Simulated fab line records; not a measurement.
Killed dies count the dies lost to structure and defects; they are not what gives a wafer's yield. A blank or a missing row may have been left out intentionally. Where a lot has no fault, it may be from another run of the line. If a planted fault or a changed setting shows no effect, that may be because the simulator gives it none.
One fault through the eyes of 2 desks	flow nand harc	each desk holds nothing but its own numbers, with what lay behind them at the end

## FOR THE TOOL OWNER'S DESK: pecvd onon-01
The tool's own readings at NHARC_A_ONON_D1_DEP_00 (target thk 1000 nm): means of the sampled wafers that have a number, for each lot that ran on this tool. The brackets show how far a lot's mean lies from the usual mean; more than 4 standard deviations puts the lot out of limits, marked OUT.
Columns: A = sih4 flow sccm at NHARC_A_ONON_D1_DEP_00, usual 210.0 sccm
lot	first seen here	A
L910	day 7 20:59	210.4
L913	day 8 20:50	210.2
L919	day 10 00:46	210.1
L922	day 10 16:28	210.1
L925	day 11 13:49	209.7
L926	day 11 20:53	210.2
This desk's verdict: no lot among the 6 shows anything out of limits.

## METROLOGY DESK
Lot by lot, what the gauges showed, no matter which tool ran the lot: averages of those sampled wafers that carry a number. The brackets show how far a lot's mean lies from the usual mean; more than 4 standard deviations puts the lot out of limits, marked OUT.
Columns: A = thk nm at NHARC_A_SOURCE_PLATE_THK_MEAS_06, usual 200.4 nm; B = thk nm at NHARC_A_ONON_D1_THK_MEAS_02, usual 1000 nm
lot	first seen here	A	B
L909	day 7 03:37	198.6	998
L910	day 7 20:47	199.4	1007
L911	day 7 20:47	199.1	992
L912	day 7 20:47	200.9	990
L913	day 8 20:38	202.7	1002
L915	day 9 08:41	200.8	1008
L918	day 9 15:54	198.1	1005
L919	day 10 00:37	201.8	1000
L922	day 10 16:17	199.9	1001
L921	day 11 05:21	201.7	1008
L925	day 11 13:41	203.8	923 (-12) OUT
L926	day 11 20:44	200.4	844 (-25) OUT
L929	day 12 10:50	201.2	999
L931	day 12 20:45	201.3	1001
This desk finds L925, L926 out of limits, L925 being first, at day 11 14:20 (thk nm at NHARC_A_ONON_D1_THK_MEAS_02). L909, L910, L911, L912, L913, L915, L918, L919, L922, L921, L929, L931: within limits.

## PUT TOGETHER
Metrology desk: alarm possible at day 11 14:20 on L925, L926.
The tool owner's desk saw nothing out of limits.
On record at the tool owner's desk: L925, L926, within its limits.
NHARC_A_ONON_D1_DEP_00 was run on pecvd onon-01 by each of the lots named.

## WHAT HAD BEEN PUT IN BY THE SIMULATOR
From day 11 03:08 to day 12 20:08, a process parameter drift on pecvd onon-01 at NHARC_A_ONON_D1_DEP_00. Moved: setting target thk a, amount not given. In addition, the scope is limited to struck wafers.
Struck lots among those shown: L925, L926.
Delay in hours, fault start to first out-of-limits reading, per desk: metrology desk 11.
